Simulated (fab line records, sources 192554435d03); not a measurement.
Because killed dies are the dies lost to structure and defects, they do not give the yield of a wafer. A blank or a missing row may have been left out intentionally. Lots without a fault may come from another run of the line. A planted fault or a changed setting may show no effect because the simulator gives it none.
fab line records | flow n5_finfet
record lots=6 | wafers=17 | last_day=19
route steps=1938 shown HKMG_FIN@415 PASSIVATION@1936
lots that met no fault: from a run of the same line without faults
start_h: start of the lot's first displayed wafer, in hours after the record's first day | wait_h: hours elapsed since this lot's preceding step | " identical to the entry in the row above | L1.1+2: a row that stands for several wafers | - no value, or no start given | * or withheld: withheld | < > ~ a bound
route shown NAME@n: a module of which the file shows steps, and the number in the route of the first | usual: mean and standard deviation over wafers with no fault | same: alike in all rows | chamber/n: place in a boat | sites: the reading at each site | _std_site: the standard deviation of these | _edge_site: mean of outer sites minus mean of inner sites | radius_mm: how far each site lies from the wafer's centre | mask NAME#n: copy n | behind: tool/chamber where the wafer was last shaped | hold: why the lot was held/for how many hours/how that ended | device: transistor that didn't switch, given as n, p or np | end of line: the same wafers' tests at the end of the route | a step with no rows: only its recipe | killed: dies lost to structure and defects at the first sort, not the wafer's yield | map: dies across one wafer; x = killed, . = not, _ = none there
set.NAME: the setting as run; set.NAME@STEP: as run at that earlier step | model.NAME: the simulator's own value behind a step, which no gauge read
certain route steps with their lots: each step a table, each wafer a row
services: from which hour (start_h, from the record's first day; less than 0 if before it) a tool's chamber was out of use, for how many hours, and why
## steps
# step N5_HKMG_FIN_PRECLEAN_64
# recipe chemistry=dHF | time_s=30 | temp_c=25 | dilution=withheld
# step N5_HKMG_FIN_WET_ETCH_65
# recipe chemistry=TMAH | temp_c=70 | conc_wt_pct=5 | target=a-Si | stop_on=TiN | time_s=49 | target_depth_nm=3
# step N5_HKMG_FIN_WET_ETCH_81
# recipe chemistry=SC1 | target=TiN | stop_on=HfO2 | mix=1:1:5 | temp_c=60 | time_s=57 | target_depth_nm=6
# step N5_HKMG_FIN_WET_ETCH_82
# recipe chemistry=dHCl | mix=1:10000 | temp_c=25 | target=La2O3 | stop_on=HfO2 | target_depth_nm=2 | dry=ipa_marangoni | rinse_time_s=30 | rinse_temp_c=23
# step N5_HKMG_FIN_ALD_36
# recipe material=TiN | target_thk_a=10 | temp_c=400 | ald_precursor_family=TiCl4 | ald_co_reactant=NH3 | pulse_time_s=1 | purge_time_s=3 | co_reactant_purge_time_s=2 | co_reactant_pulse_time_s=2 | ald_cycles=47 | pressure_torr=3
# usual heater_power_w=872/96 | precursor_pulse_height_rel=1.001/0.019
lot.wafer | tool         | chamber | start_h | wait_h | heater_power_w | precursor_pulse_height_rel
L388.2    | ald_metal-02 | 2       | 77.24   | 0.0    | 727            | 0.990
L388.5    | "            | 2       | "       | "      | 729            | 0.994
L397.2    | ald_metal-04 | 0       | 128.47  | 0.0    | 850            | 1.024
L397.3    | "            | 2       | "       | "      | 938            | 1.013
L397.5    | "            | 2       | "       | "      | 938            | 1.018
L398.1    | ald_metal-03 | 3       | 135.47  | 0.0    | 979            | 1.004
L398.2    | "            | 1       | "       | "      | 980            | 1.014
L398.3    | "            | 2       | "       | "      | 882            | 1.015
L403.2    | ald_metal-03 | 2       | 164.74  | 0.0    | 870            | 1.001
L403.3    | "            | 1       | "       | "      | 988            | 1.004
L403.4    | "            | 0       | "       | "      | 785            | 1.007
L404.3    | ald_metal-02 | 1       | 170.73  | 0.0    | 791            | 0.973
L404.4    | "            | 2       | "       | "      | 751            | 0.989
L404.6    | "            | 0       | "       | "      | 741            | 1.017
L409.1    | ald_metal-03 | 1       | 207.80  | 0.0    | 1004           | 0.988
L409.4    | "            | 2       | "       | "      | 879            | 0.986
L409.5    | "            | 3       | "       | "      | 1016           | 0.988
# step N5_HKMG_FIN_THK_MEAS_70
# recipe thk_meas_gauge=xrf | reads=HfO2_of_HKMG_FIN_HK_ALD_01
# usual HK_THK=1.598/0.019
lot.wafer | tool          | chamber | start_h | wait_h | HK_THK[nm]
L388.2    | film_metro-01 | -       | 77.52   | 0.2    | 1.623
L388.5    | "             | -       | "       | "      | 1.595
L397.2    | film_metro-02 | -       | 128.75  | 0.2    | 1.592
L397.3    | "             | -       | "       | "      | 1.588
L397.5    | "             | -       | "       | "      | 1.613
L398.1    | film_metro-02 | -       | 135.75  | 0.2    | 1.623
L398.2    | "             | -       | "       | "      | 1.635
L398.3    | "             | -       | "       | "      | 1.596
L403.2    | film_metro-02 | -       | 165.02  | 0.2    | 1.602
L403.3    | "             | -       | "       | "      | 1.604
L403.4    | "             | -       | "       | "      | 1.633
L404.3    | film_metro-02 | -       | 171.02  | 0.2    | 1.625
L404.4    | "             | -       | "       | "      | 1.579
L404.6    | "             | -       | "       | "      | 1.579
L409.1    | film_metro-02 | -       | 208.08  | 0.2    | 1.613
L409.4    | "             | -       | "       | "      | 1.630
L409.5    | "             | -       | "       | "      | 1.551
# step N5_HKMG_FIN_PWFM_ALD_03
# recipe material=TiN | target_thk_a=20 | temp_c=400 | ald_precursor_family=TiCl4 | ald_co_reactant=NH3 | pulse_time_s=1 | purge_time_s=3 | co_reactant_purge_time_s=2 | co_reactant_pulse_time_s=2 | ald_cycles=91 | pressure_torr=3
# usual heater_power_w=859/93 | precursor_pulse_height_rel=0.999/0.019
lot.wafer | tool         | chamber | start_h | wait_h | heater_power_w | precursor_pulse_height_rel
L388.2    | ald_metal-03 | 1       | 77.56   | 0.0    | 990            | 1.018
L388.5    | "            | 1       | "       | "      | 996            | 0.992
L397.2    | ald_metal-02 | 2       | 128.79  | 0.0    | 744            | 0.991
L397.3    | "            | 0       | "       | "      | 734            | 0.970
L397.5    | "            | 0       | "       | "      | 766            | 0.969
L398.1    | ald_metal-02 | 0       | 135.79  | 0.0    | 757            | 0.991
L398.2    | "            | 1       | "       | "      | 771            | 0.981
L398.3    | "            | 3       | "       | "      | 794            | 0.999
L403.2    | ald_metal-04 | 0       | 165.05  | 0.0    | 882            | 0.999
L403.3    | "            | 3       | "       | "      | 956            | 0.978
L403.4    | "            | 1       | "       | "      | 961            | 0.942
L404.3    | ald_metal-03 | 2       | 171.05  | 0.0    | 879            | 0.996
L404.4    | "            | 0       | "       | "      | 787            | 0.974
L404.6    | "            | 3       | "       | "      | 998            | 0.998
L409.1    | ald_metal-02 | 0       | 208.12  | 0.0    | 738            | 1.011
L409.4    | "            | 1       | "       | "      | 766            | 1.015
L409.5    | "            | 2       | "       | "      | 758            | 1.021
# step N5_HKMG_FIN_COAT_29
# recipe resist=SOC | temp_c=250 | time_s=60 | spin_rpm=1500 | resist_thk_nm=300
# step N5_HKMG_FIN_COAT_30
# recipe resist=SiARC | temp_c=220 | time_s=60 | spin_rpm=1500 | resist_thk_nm=35
# step N5_HKMG_FIN_COAT_06
# recipe resist=CAR-ArF | spin_rpm=1500 | resist_thk_nm=90
# step N5_HKMG_FIN_EBR_08
# recipe solvent=PGMEA | ebr_width_mm=1.5
# step N5_HKMG_FIN_SOFTBAKE_07
# recipe temp_c=110 | time_s=60 | resist=CAR-ArF
# step N5_HKMG_FIN_EXPOSE_09
# recipe mask_id=NWFM | na=1.35 | source_shape=conventional | sigma_outer=0.8 | polarization=unpolarized | dose_mj=39.25
# usual exposure_dose_mJ_cm2=39.23/0.04
lot.wafer | tool            | chamber | start_h | wait_h | mask   | exposure_dose_mJ_cm2
L388.2    | arfi_scanner-02 | 0       | 78.16   | -      | NWFM#0 | 39.22
L388.5    | "               | 0       | "       | "      | NWFM#0 | 39.20
L397.2    | arfi_scanner-02 | 0       | 129.38  | -      | NWFM#0 | 41.03
L397.3    | "               | 0       | "       | "      | NWFM#0 | 40.99
L397.5    | "               | 0       | "       | "      | NWFM#0 | 40.99
L398.1    | arfi_scanner-02 | 0       | 136.37  | -      | NWFM#0 | 40.61
L398.2    | "               | 0       | "       | "      | NWFM#0 | 40.57
L398.3    | "               | 0       | "       | "      | NWFM#0 | 40.66
L403.2    | arfi_scanner-03 | 0       | 165.65  | -      | NWFM#0 | 39.28
L403.3    | "               | 0       | "       | "      | NWFM#0 | 39.32
L403.4    | "               | 0       | "       | "      | NWFM#0 | 39.27
L404.3    | arfi_scanner-03 | 0       | 171.65  | -      | NWFM#0 | 39.23
L404.4    | "               | 0       | "       | "      | NWFM#0 | 39.20
L404.6    | "               | 0       | "       | "      | NWFM#0 | 39.24
L409.1    | arfi_scanner-01 | 0       | 208.83  | -      | NWFM#0 | 39.20
L409.4    | "               | 0       | "       | "      | NWFM#0 | 39.26
L409.5    | "               | 0       | "       | "      | NWFM#0 | 39.27
# step N5_HKMG_FIN_PEB_10
# recipe peb_temp_c=withheld | peb_time_s=60 | resist=CAR-ArF
# step N5_PASSIVATION_PROBE_49
# usual killed_at_M0_to_M3=33/9.9 | killed_at_M4_up=14/6.4 | killed_at_contacts=12/7 | killed_at_front_end=41/13 | killed_at_other=3.1/2.9 | killed_dies=103/20 | killed_open=67/14 | killed_short=34/9.4
# same gross_dies=1180 | killed_at_back_side=0
lot.wafer | tool      | chamber | start_h | wait_h | killed_at_M0_to_M3 | killed_at_M4_up | killed_at_contacts | killed_at_front_end | killed_at_other | killed_dies | killed_open | killed_short
L388.2    | prober-02 | -       | 265.61  | 0.1    | 46                 | 12              | 22                 | 31                  | 5               | 116         | 82          | 31
L388.5    | prober-02 | -       | 265.76  | 0.2    | 35                 | 11              | 21                 | 15                  | 3               | 85          | 55          | 28
L397.2    | prober-01 | -       | 319.07  | 0.1    | 29                 | 21              | 10                 | 41                  | 3               | 104         | 60          | 41
L397.3    | prober-01 | -       | 319.12  | 0.1    | 32                 | 5               | 4                  | 72                  | 2               | 115         | 68          | 47
L397.5    | prober-01 | -       | 319.22  | 0.2    | 32                 | 17              | 20                 | 32                  | 2               | 103         | 82          | 21
L398.1    | prober-02 | -       | 324.82  | 0.0    | 36                 | 9               | 23                 | 53                  | 2               | 123         | 79          | 40
L398.2    | prober-02 | -       | 324.87  | 0.1    | 21                 | 13              | 17                 | 27                  | 15              | 93          | 56          | 37
L398.3    | prober-02 | -       | 324.92  | 0.1    | 34                 | 5               | 14                 | 38                  | 1               | 92          | 54          | 34
L403.2    | prober-01 | -       | 362.36  | 0.1    | 26                 | 9               | 6                  | 37                  | 12              | 90          | 53          | 34
L403.3    | prober-01 | -       | 362.41  | 0.1    | 22                 | 18              | 11                 | 14                  | 3               | 68          | 51          | 16
L403.4    | prober-01 | -       | 362.46  | 0.2    | 20                 | 10              | 9                  | 39                  | 8               | 86          | 61          | 24
L404.3    | prober-02 | -       | 395.21  | 0.1    | 15                 | 15              | 17                 | 48                  | 3               | 98          | 60          | 35
L404.4    | prober-02 | -       | 395.26  | 0.2    | 29                 | 8               | 15                 | 36                  | 7               | 95          | 57          | 36
L404.6    | prober-02 | -       | 395.36  | 0.3    | 25                 | 8               | 12                 | 27                  | 2               | 74          | 49          | 23
L409.1    | prober-01 | -       | 467.40  | 0.0    | 26                 | 22              | 3                  | 50                  | 0               | 101         | 69          | 32
L409.4    | prober-01 | -       | 467.55  | 0.2    | 44                 | 17              | 14                 | 50                  | 2               | 127         | 84          | 43
L409.5    | prober-01 | -       | 467.60  | 0.2    | 23                 | 19              | 7                  | 54                  | 1               | 104         | 75          | 28
# killed by level:class
L388.2 MOL_CONTACT_COAG:geometric_particle:open=17 BEOL_M3:geometric_particle:open=14 BEOL_M0_SAQP:geometric_particle:short=8 BEOL_M1:geometric_particle:open=6 STI_FIN_REVEAL:geometric_particle:open=5 GATE_CUT:geometric_particle:open=5 MOL_CONTACT_COAG:geometric_particle:short=5 BEOL_M0_SAQP:geometric_particle:open=5
L388.5 MOL_CONTACT_COAG:geometric_particle:open=15 BEOL_M3:geometric_particle:open=14 MOL_CONTACT_COAG:geometric_particle:short=6 BEOL_M0_SAQP:geometric_particle:short=6 BEOL_M0_SAQP:geometric_particle:open=5 BEOL_M1:geometric_particle:open=4 BEOL_M8:geometric_particle:open=3 STARTING-WAFER:geometric_particle:short=3
L397.2 FIN_SAQP:geometric_particle:short=12 FIN_SAQP:geometric_particle:open=10 BEOL_M4:geometric_particle:open=9 BEOL_M1:geometric_particle:open=7 MOL_CONTACT_COAG:geometric_particle:short=6 BEOL_M0_SAQP:geometric_particle:open=5 BEOL_M3:geometric_particle:open=5 STARTING-WAFER:geometric_particle:short=5
L397.3 FIN_SAQP:geometric_particle:short=30 FIN_SAQP:geometric_particle:open=17 BEOL_M0_SAQP:geometric_particle:open=8 BEOL_M3:geometric_particle:open=8 DUMMY_GATE:geometric_particle:open=6 BEOL_M2:geometric_particle:open=6 STI_FIN_REVEAL:geometric_particle:open=5 BEOL_M1:geometric_particle:open=5
L397.5 MOL_CONTACT_COAG:geometric_particle:open=18 FIN_SAQP:geometric_particle:open=11 BEOL_M3:geometric_particle:open=8 BEOL_M0_SAQP:geometric_particle:open=8 BEOL_M1:geometric_particle:open=7 BEOL_M4:geometric_particle:open=7 ILD0:geometric_particle:open=4 STI_FIN_REVEAL:geometric_particle:open=3
L398.1 MOL_CONTACT_COAG:geometric_particle:open=18 FIN_SAQP:geometric_particle:open=14 FIN_SAQP:geometric_particle:short=9 BEOL_M0_SAQP:geometric_particle:short=9 BEOL_M3:geometric_particle:open=8 BEOL_M0_SAQP:geometric_particle:open=8 MOL_CONTACT_COAG:geometric_particle:short=5 DUMMY_GATE:geometric_particle:open=4
L398.2 MOL_CONTACT_COAG:geometric_particle:open=12 FIN_SAQP:geometric_particle:open=9 FIN_SAQP:geometric_particle:short=7 BEOL_M1:geometric_particle:open=6 BEOL_M4:geometric_particle:open=6 PAD_METAL:geometric_particle:short=6 MOL_CONTACT_COAG:geometric_particle:short=5 BEOL_M0_SAQP:geometric_particle:short=4
L398.3 FIN_SAQP:geometric_particle:open=11 BEOL_M1:geometric_particle:open=9 MOL_CONTACT_COAG:geometric_particle:open=8 BEOL_M0_SAQP:geometric_particle:short=7 MOL_CONTACT_COAG:geometric_particle:short=6 DUMMY_GATE:geometric_particle:open=5 STI_FIN_REVEAL:geometric_particle:open=4 BEOL_M3:geometric_particle:open=4
L403.2 GATE_CUT:geometric_particle:short=8 FIN_SAQP:geometric_particle:open=7 BEOL_M3:geometric_particle:open=7 STI_FIN_REVEAL:geometric_particle:open=7 BEOL_M0_SAQP:geometric_particle:open=6 MOL_CONTACT_COAG:geometric_particle:open=5 STARTING-WAFER:geometric_particle:open=4 BEOL_M2:geometric_particle:open=4
L403.3 MOL_CONTACT_COAG:geometric_particle:open=9 BEOL_M1:geometric_particle:open=7 BEOL_M5:geometric_particle:open=6 FIN_SAQP:geometric_particle:open=5 BEOL_M4:geometric_particle:open=5 BEOL_M0_SAQP:geometric_particle:short=4 DUMMY_GATE:geometric_particle:open=3 BEOL_M0_SAQP:geometric_particle:open=3
L403.4 FIN_SAQP:geometric_particle:open=12 MOL_CONTACT_COAG:geometric_particle:open=8 STI_FIN_REVEAL:geometric_particle:open=7 BEOL_M1:geometric_particle:open=6 GATE_CUT:geometric_particle:open=5 BEOL_M0_SAQP:geometric_particle:open=4 PASS1_CAP:geometric_particle:short=4 FIN_SAQP:geometric_particle:short=3
L404.3 FIN_SAQP:geometric_particle:short=19 MOL_CONTACT_COAG:geometric_particle:open=14 FIN_SAQP:geometric_particle:open=12 BEOL_M4:geometric_particle:open=8 BEOL_M2:geometric_particle:open=5 STARTING-WAFER:geometric_particle:open=5 GATE_CUT:geometric_particle:short=4 BEOL_M0_SAQP:geometric_particle:open=4
L404.4 MOL_CONTACT_COAG:geometric_particle:open=14 GATE_CUT:geometric_particle:short=9 FIN_SAQP:geometric_particle:open=7 BEOL_M0_SAQP:geometric_particle:short=7 BEOL_M0_SAQP:geometric_particle:open=7 BEOL_M2:geometric_particle:open=6 FIN_SAQP:geometric_particle:short=5 BEOL_M4:geometric_particle:open=4
L404.6 MOL_CONTACT_COAG:geometric_particle:open=11 BEOL_M0_SAQP:geometric_particle:open=8 FIN_SAQP:geometric_particle:short=6 FIN_SAQP:geometric_particle:open=4 BEOL_M2:geometric_particle:open=4 GATE_CUT:geometric_particle:open=3 STI_FIN_REVEAL:geometric_particle:open=3 BEOL_M3:geometric_particle:open=3
L409.1 BEOL_M4:geometric_particle:open=16 STI_FIN_REVEAL:geometric_particle:open=15 BEOL_M3:geometric_particle:open=10 FIN_SAQP:geometric_particle:short=6 BEOL_M1:geometric_particle:open=6 DUMMY_GATE:geometric_particle:open=5 BEOL_M0_SAQP:geometric_particle:short=5 STI_FIN_REVEAL:geometric_particle:short=4
L409.4 STI_FIN_REVEAL:geometric_particle:open=18 MOL_CONTACT_COAG:geometric_particle:open=10 BEOL_M1:geometric_particle:open=10 BEOL_M3:geometric_particle:open=10 FIN_SAQP:geometric_particle:open=8 BEOL_M1:geometric_particle:short=8 BEOL_M4:geometric_particle:open=8 BEOL_M0_SAQP:geometric_particle:short=6
L409.5 STI_FIN_REVEAL:geometric_particle:open=12 FIN_SAQP:geometric_particle:open=10 BEOL_M3:geometric_particle:open=10 FIN_SAQP:geometric_particle:short=9 BEOL_M4:geometric_particle:open=9 DUMMY_GATE:geometric_particle:open=6 MOL_CONTACT_COAG:geometric_particle:open=6 BEOL_M1:geometric_particle:open=4
## services
tool            | chamber | start_h | hours | kind
ald_metal-03    | -       | 62.36   | 0.3   | repair
arfi_scanner-03 | -       | 66.68   | 0.4   | repair
arfi_scanner-01 | -       | 78.91   | 1.0   | pm
arfi_scanner-01 | 0       | 81.92   | -     | calibration
arfi_scanner-02 | 0       | 84.99   | -     | calibration
ald_metal-04    | 3       | 97.93   | 23.7  | repair
ald_metal-02    | -       | 99.82   | 2.8   | pm
arfi_scanner-02 | -       | 106.76  | 1.3   | pm
arfi_scanner-03 | -       | 108.87  | 1.3   | pm
arfi_scanner-01 | -       | 119.02  | 0.8   | pm
arfi_scanner-01 | -       | 128.20  | 5.0   | repair
arfi_scanner-02 | -       | 141.80  | 0.8   | pm
arfi_scanner-02 | -       | 148.22  | 3.9   | pm
arfi_scanner-01 | -       | 155.11  | 2.6   | repair
arfi_scanner-03 | -       | 163.11  | 1.0   | pm
arfi_scanner-01 | -       | 165.48  | 1.3   | pm
arfi_scanner-03 | -       | 169.59  | 0.7   | repair
arfi_scanner-02 | -       | 173.52  | 1.0   | pm
ald_metal-02    | 0       | 175.38  | 3.0   | repair
arfi_scanner-03 | -       | 178.38  | 4.5   | repair
arfi_scanner-01 | -       | 187.19  | 4.9   | pm
arfi_scanner-03 | 0       | 187.30  | -     | calibration
arfi_scanner-03 | -       | 194.59  | 0.8   | pm
## key
first_sign step=N5_HKMG_FIN_EXPOSE_09 | reading=exposure_dose_mJ_cm2 | direction=up | sigmas=39 | usual=39.23 | struck=40.81
effect none on later readings
met_at N5_HKMG_FIN_EXPOSE_09
struck_wafers L397.2,L397.3,L397.5,L398.1,L398.2,L398.3
tester_left_out L397,L398
loop_trim step=N5_HKMG_FIN_EXPOSE_09 | setting=dose | lots=L398
onset_between 78.16 129.38
fault kind=process_parameter_drift | tool=arfi_scanner-02 | chamber=- | onset_h=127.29 | steps=N5_HKMG_FIN_EXPOSE_09 | channel=dose_mj | offset=1.7488 | shape=step | acts_in=these_recipes_only | stated=39.25
# tester_left_out: of these lots the tester's yield and bins aren't shown, on N5 and GAA mostly nor the transistor test; their killed dies are dies lost to structure and defects alone, not to doping, threshold or leakage, so they don't give the yield
# loop_trim: a control loop set the setting to another value than it would have without faults
